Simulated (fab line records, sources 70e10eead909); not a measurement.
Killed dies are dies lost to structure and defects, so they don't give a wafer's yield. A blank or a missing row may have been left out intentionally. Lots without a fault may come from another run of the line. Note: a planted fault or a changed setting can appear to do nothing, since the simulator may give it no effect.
fab line records | flow nand-harc
record: lots: 14 wafers: 42 last-day: 33
route steps=1302 shown A_CHANNEL_FILL_D1@499
lots with no fault: from the same line, run without faults
start-h: the number of hours between the record's first day and the start of the first shown wafer of the lot | wait-h: hours since the lot's step before | " unchanged from the row above | L1.1+2: a single row standing in for several wafers | - either no value or no given start | * or withheld: withheld | < > ~ a bound
route shown NAME@n: NAME is a module with steps in the file, n the number in the route of the first one | usual: average and standard deviation across the fault-free wafers | same: alike in all rows | chamber/n: place in a boat | sites: per-site readings | _std_site: standard deviation across them | _edge_site: the outer-site mean with the inner-site mean subtracted | radius-mm: how far each site lies from the wafer's centre | mask NAME#n: copy n | behind: the tool/chamber that last shaped the wafer | hold: what put the lot on hold/how long, in hours/how the hold closed | device: transistor that didn't switch, given as n, p or np | end of line: tests run on the same wafers once the route is complete | where a step has no rows: the recipe by itself | killed: dies lost to structure and defects at the first sort, not the wafer's yield | map: shows each die of a wafer: x if killed, . if not, _ if none is there
set.NAME: the setting the step ran with; set.NAME@STEP: the setting that earlier step ran with | model.NAME: the simulator's own value behind a step, which no gauge read
one table for each step of the route and one row for each wafer, over a sample of lots
services: a tool's chamber out of use, with start hour (start-h, from the record's first day; less than 0 if before it), hours out, and reason
== steps ==
step: NHARC_A_CHANNEL_FILL_D1_ETCHBACK_19
recipe: target-depth-a: 50 time-s: 1.7 hbr-flow-sccm: 150 cl2-flow-sccm: 50 rf-w: 400 icp-w: 400 bias-w: 100 chemistry: HBr/Cl2
usual: drypump-motor-current-A: 5.8/0.54 oes-product-au: 0.998/0.009 throttle-valve-pct: 26.405/0.0086
columns lot.wafer tool chamber start-h wait-h drypump-motor-current-A oes-product-au rf-hours-counter-h throttle-valve-pct
L524.1 rie-si-02 1 222.75 0.4 6.7 1.008 0.65 26.415
L524.2 " 0 " " 6.1 1.001 0.70 26.398
L524.5 " 1 " " 6.6 0.991 - 26.407
L525.4 rie-si-04 1 222.75 0.4 6.0 0.985 0.36 26.396
L525.1 " 2 " " 6.3 1.001 0.22 26.399
L525.6 " 2 " " 6.3 0.991 - 26.409
L526.2 rie-si-02 2 237.63 0.4 5.3 0.990 0.67 26.389
L526.3 " 3 " " 6.5 0.997 0.73 26.401
L526.4 " 0 " " 6.1 0.992 0.78 26.432
L529.2 rie-si-06 1 262.43 0.4 5.6 0.999 0.02 26.397
L529.6 " 3 " " 5.5 0.990 - 26.411
L529.5 " 0 " " 5.4 1.000 - 26.408
L531.1 rie-si-06 1 280.76 0.4 5.5 1.003 0.12 26.399
L531.3 " 0 " " 5.5 1.000 0.09 26.403
L531.5 " 2 " " 6.1 0.991 - 26.410
L530.1 rie-si-04 3 280.76 0.4 5.2 0.993 0.49 26.403
L530.2 " 1 " " 6.0 0.997 0.67 26.397
L530.4 " 2 " " 6.3 0.998 0.52 26.397
L532.2 rie-si-04 3 294.06 0.4 5.2 0.988 0.57 26.393
L532.4 " 0 " " 5.1 1.003 0.69 26.415
L532.5 " 0 " " 5.1 1.008 - 26.397
L538.3 rie-si-06 1 347.97 0.4 5.6 1.005 0.50 26.401
L538.5 " 1 " " 5.6 0.995 - 26.387
L538.6 " 2 " " 6.1 0.988 - 26.404
L539.2 rie-si-06 0 367.72 0.4 5.4 1.004 0.59 26.405
L539.4 " 2 " " 6.1 0.975 0.69 26.411
L539.5 " 1 " " 5.6 0.997 - 26.412
L542.1 rie-si-04 3 387.62 0.4 5.2 0.986 0.17 26.398
L542.4 " 2 " " 6.3 0.989 0.21 26.422
L542.6 " 3 " " 5.2 0.987 - 26.409
L543.4 rie-si-02 1 398.88 0.4 6.6 1.018 0.72 26.411
L543.6 " 3 " " 6.6 1.006 - 26.418
L543.5 " 0 " " 6.1 1.008 - 26.403
L544.3 rie-si-06 2 409.43 0.4 6.1 0.998 0.84 26.404
L544.1 " 3 " " 5.4 0.985 0.80 26.404
L544.6 " 0 " " 5.4 0.996 - 26.396
L545.4 rie-si-02 1 422.18 0.4 6.6 1.004 0.79 26.395
L545.3 " 2 " " 5.3 0.996 0.77 26.410
L545.5 " 2 " " 5.3 0.998 - 26.409
L546.1 rie-si-04 0 429.42 0.4 5.0 0.985 0.70 26.400
L546.4 " 1 " " 6.0 0.991 0.56 26.396
L546.6 " 3 " " 5.2 0.989 - 26.401
step: NHARC_A_CHANNEL_FILL_D1_ALD_25
recipe: target-thk-a: 600 pulse-time-s: 10 ald-cycles: 600 temp-c: 300 material: SiOx
usual: ald-cycles: 600/0 heater-power-outer-w: 248/26 heater-power-w: 450/32 precursor-pulse-height-rel: 1.000/0.017
columns lot.wafer tool chamber start-h wait-h ald-cycles heater-power-outer-w heater-power-w precursor-pulse-height-rel
L524.2 ald-hk-04 1 235.37 0.7 600 250 471 0.974
L524.1 " 2 " " 600 279 494 0.991
L524.5 " 1 237.81 3.1 600 254 467 0.992
L525.1 ald-hk-02 3 238.06 3.4 600 241 448 0.999
L525.4 " 1 239.30 4.6 600 215 449 1.010
L525.6 " 2 " " 600 273 465 0.971
L526.4 ald-hk-02 2 249.55 0.0 600 275 470 1.027
L526.2 " 0 250.79 1.3 600 231 434 0.990
L526.3 " 1 " " 600 223 446 1.043
L529.2 ald-hk-03 0 276.80 1.9 600 220 401 0.978
L529.6 " 1 " " 600 303 512 1.006
L529.5 " 2 " " 600 250 427 1.023
L530.4 ald-hk-02 2 292.93 0.0 600 284 496 1.009
L530.2 " 3 " " 600 245 433 1.004
L530.1 " 1 294.73 1.9 600 217 451 1.018
L531.1 ald-hk-03 1 292.93 0.1 600 295 514 0.986
L531.3 " 3 294.16 1.3 600 215 442 1.011
L531.5 " 2 296.01 3.1 600 252 428 1.002
L532.4 ald-hk-03 0 309.39 1.3 600 220 414 0.993
L532.2 " 1 " " 600 297 492 0.982
L532.5 " 3 311.24 3.1 600 222 420 1.007
L538.3 ald-hk-03 3 360.39 0.7 - - - -
L538.5 " 2 362.26 2.5 - - - -
L538.6 " 3 " " - - - -
L539.4 ald-hk-03 3 379.88 0.0 - - - -
L539.2 " 2 381.74 1.9 - - - -
L539.5 " 3 " " - - - -
L542.4 ald-hk-02 2 402.82 0.7 600 274 472 1.012
L542.1 " 3 " " 600 244 455 0.985
L542.6 " 1 404.67 2.5 600 215 416 1.008
L543.4 ald-hk-03 2 411.52 0.7 600 232 406 1.005
L543.6 " 1 413.36 2.5 600 273 469 0.986
L543.5 " 2 " " 600 237 415 1.002
L544.3 ald-hk-03 2 421.33 0.1 600 228 403 1.051
L544.1 " 0 422.58 1.3 600 227 417 1.016
L544.6 " 3 424.45 3.2 600 234 446 0.959
L545.3 ald-hk-03 3 434.96 0.7 600 227 441 0.996
L545.4 " 1 436.19 1.9 600 276 471 0.988
L545.5 " 3 437.43 3.1 600 233 459 0.990
L546.4 ald-hk-04 2 445.35 3.2 600 268 472 0.976
L546.1 " 3 " " 600 267 450 1.011
L546.6 " 0 " " 600 234 456 1.005
step: NHARC_A_CHANNEL_FILL_D1_ETCHBACK_08
recipe: target-depth-a: 2200 time-s: 110 c4f8-flow-sccm: 20 ar-flow-sccm: withheld rf-w: 600 bias-w: 300 chemistry: C4F8
usual: oes-product-au: 0.95/0.036 rf-vpp-V: 441/3
columns lot.wafer tool chamber start-h wait-h oes-product-au rf-hours-counter-h rf-vpp-V
L524.2 rie-diel-06 0 - - 0.94 7.2 437
L524.1 " 1 " " 0.97 7.6 436
L524.5 " 3 " " 0.97 - 438
L525.1 rie-diel-05 1 - - 0.99 0.0 439
L525.4 " 3 " " 1.00 0.1 444
L525.6 " 1 " " 0.98 - 440
L526.3 rie-diel-06 0 - - 0.92 7.6 438
L526.2 " 1 " " 0.91 7.9 437
L526.4 " 3 " " 0.92 7.5 438
L529.2 rie-diel-06 2 - - 0.93 8.6 439
L529.5 " 2 " " 0.93 - 438
L529.6 " 3 " " 0.92 - 436
L530.2 rie-diel-01 3 - - 1.00 4.3 442
L530.1 " 0 " " 0.99 4.3 439
L530.4 " 1 " " 0.99 5.3 447
L531.1 rie-diel-06 3 - - 0.92 10.5 436
L531.3 " 0 " " 0.91 10.3 438
L531.5 " 3 " " 0.92 - 437
L532.4 rie-diel-01 0 - - 0.98 5.2 439
L532.2 " 1 " " 0.98 5.9 444
L532.5 " 2 " " 0.99 - 446
L538.3 rie-diel-06 2 - - 0.93 3.1 441
L538.6 " 1 " " 0.92 - 437
L538.5 " 2 " " 0.93 - 440
L539.2 rie-diel-06 2 - - 0.95 3.7 441
L539.4 " 0 " " 0.91 4.6 439
L539.5 " 2 " " 0.94 - 439
L542.4 rie-diel-06 0 - - 0.99 5.5 437
L542.1 " 2 " " 1.01 4.6 440
L542.6 " 0 " " 0.99 - 439
L543.4 rie-diel-01 1 - - 0.91 0.5 446
L543.5 " 0 " " 0.92 - 438
L543.6 " 1 " " 0.91 - 446
L544.3 rie-diel-06 2 - - 1.02 5.8 438
L544.1 " 3 " " 1.00 6.2 437
L544.6 " 3 " " 1.01 - 438
L545.3 rie-diel-01 1 - - 0.91 3.2 446
L545.5 " 1 " " 0.91 - 446
L545.4 " 2 " " 0.93 - 445
L546.4 rie-diel-01 0 - - 0.98 4.0 438
L546.1 " 1 " " 0.98 3.5 445
L546.6 " 3 " " 1.00 - 441
step: NHARC_A_CHANNEL_FILL_D1_CMP_10
recipe: target-thk-nm: 150
usual: motor-current-A: 11.9/0.98 retaining-ring-pressure-frac: 1.000/0.0052 slurry-filter-dp-kPa: 13.50/0.14 time-to-endpoint-s: 15.3/2.7
columns lot.wafer tool chamber start-h wait-h motor-current-A retaining-ring-pressure-frac slurry-filter-dp-kPa time-to-endpoint-s
L524.1 cmp-03 0 246.02 0.4 11.9 1.005 13.56 17.5
L524.2 " 1 " " 11.1 1.012 13.44 17.8
L524.5 " 0 " " 11.9 0.999 13.28 16.4
L525.4 cmp-03 2 248.83 0.4 12.3 0.999 13.60 11.5
L525.1 " 1 " " 10.0 0.994 13.61 15.5
L525.6 " 2 " " 12.1 0.993 13.57 13.9
L526.4 cmp-04 0 261.03 0.4 12.2 1.002 13.65 15.4
L526.2 " 1 " " 12.7 0.999 13.55 18.1
L526.3 " 2 " " 12.7 0.995 13.42 17.1
L529.2 cmp-04 3 286.31 0.4 11.2 0.999 13.39 13.2
L529.5 " 3 " " 11.2 0.995 13.41 14.4
L529.6 " 0 " " 12.0 0.990 13.40 13.8
L530.1 cmp-04 0 304.32 0.4 12.2 1.003 13.52 9.5
L530.2 " 1 " " 12.6 0.994 13.64 10.9
L530.4 " 3 " " 10.9 0.999 13.59 11.0
L531.3 cmp-03 2 304.32 0.4 12.2 0.996 13.51 12.4
L531.1 " 1 " " 11.4 1.003 13.44 18.6
L531.5 " 2 " " 12.3 1.000 13.29 13.1
L532.4 cmp-03 1 319.55 0.4 10.9 1.007 13.39 18.7
L532.2 " 3 " " 11.2 1.002 13.30 20.4
L532.5 " 2 " " 12.0 0.996 13.52 13.2
L538.3 cmp-03 1 371.15 0.4 10.7 0.996 13.74 17.3
L538.5 " 2 " " 12.0 1.000 13.52 10.1
L538.6 " 3 " " 10.7 1.005 13.61 20.2
L539.2 cmp-03 0 391.25 0.4 12.3 0.999 13.40 15.7
L539.4 " 1 " " 11.2 0.995 13.53 15.9
L539.5 " 2 " " 12.4 1.014 13.26 9.4
L542.4 cmp-03 1 413.47 0.4 11.2 1.002 13.54 14.4
L542.1 " 3 " " 10.2 0.994 13.47 15.9
L542.6 " 2 " " 11.5 0.992 13.49 11.3
L543.4 cmp-04 3 422.26 0.4 10.7 1.012 13.55 15.8
L543.6 " 0 " " 12.3 0.996 13.61 14.3
L543.5 " 1 " " 13.5 0.997 13.22 13.1
L544.1 cmp-01 1 432.86 0.4 13.3 1.004 13.45 13.5
L544.3 " 2 " " 10.8 1.004 13.56 17.0
L544.6 " 0 " " 12.4 0.997 13.55 16.8
L545.3 cmp-03 3 445.71 0.4 10.8 1.003 13.65 14.9
L545.4 " 0 " " 11.3 0.999 13.46 13.6
L545.5 " 0 " " 11.8 1.004 13.57 15.3
L546.1 cmp-04 0 455.71 0.4 12.6 0.993 13.23 14.0
L546.4 " 3 " " 10.9 0.999 13.59 13.0
L546.6 " 1 " " 12.7 0.993 13.65 14.7
== services ==
columns tool chamber start-h hours kind
rie-diel-01 - 203.80 9.0 pm
cmp-04 - 209.06 4.0 pm
ald-hk-03 - 212.00 10.0 pm
rie-diel-06 3 223.55 5.2 repair
rie-si-06 2 223.63 4.8 repair
rie-si-04 - 226.09 14.9 repair
cmp-03 - 243.01 0.5 repair
rie-si-06 - 249.00 9.0 pm
cmp-04 - 257.98 0.6 repair
cmp-03 - 260.15 4.0 pm
cmp-04 - 280.78 0.5 repair
rie-diel-06 2 301.49 2.9 repair
cmp-04 - 307.17 4.0 pm
rie-diel-06 - 307.20 9.0 pm
rie-si-04 0 323.82 4.9 repair
rie-si-04 - 342.00 9.0 pm
rie-diel-01 2 343.57 7.3 repair
rie-diel-06 - 349.61 1.8 repair
rie-si-04 0 352.10 7.2 repair
cmp-03 - 358.15 4.0 pm
ald-hk-03 - 390.00 10.0 pm
cmp-03 - 409.15 0.2 repair
cmp-03 - 413.78 4.2 repair
rie-diel-06 1 420.84 8.7 repair
== key ==
first-sign: step: NHARC_A_CHANNEL_FILL_D1_ALD_25 reading: tool-record direction: missing
effect none on later readings
met-at NHARC_A_CHANNEL_FILL_D1_ALD_25
struck-lots L538,L539
later-rows-left-out L538.3,L538.5,L538.6,L539.2,L539.4,L539.5
sort-left-out L538.3,L538.5,L538.6,L539.2,L539.4,L539.5
tester-left-out L538,L539
not-acting-at NHARC_A_CHANNEL_FILL_D1_ETCHBACK_19,NHARC_A_CHANNEL_FILL_D1_ETCHBACK_08,NHARC_A_CHANNEL_FILL_D1_CMP_10
onset-between 309.39 360.39
fault: kind: skipped-step-whole tool: ald-hk-03 chamber: - onset-h: 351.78 steps: NHARC_A_CHANNEL_FILL_D1_ALD_25 scope: struck-lots-only
tester-left-out: of these lots the tester's yield and bins aren't shown, on N5 and GAA mostly nor the transistor test; their killed dies are dies lost to structure and defects alone, not to doping, threshold or leakage, so they don't give the yield
sort-left-out: the simulated sort isn't trusted on such a fault, so these wafers' sort isn't shown, and their yield isn't known
later-rows-left-out: the simulator's readings of these wafers behind a module that went badly wrong aren't trusted and aren't shown, but for the sort
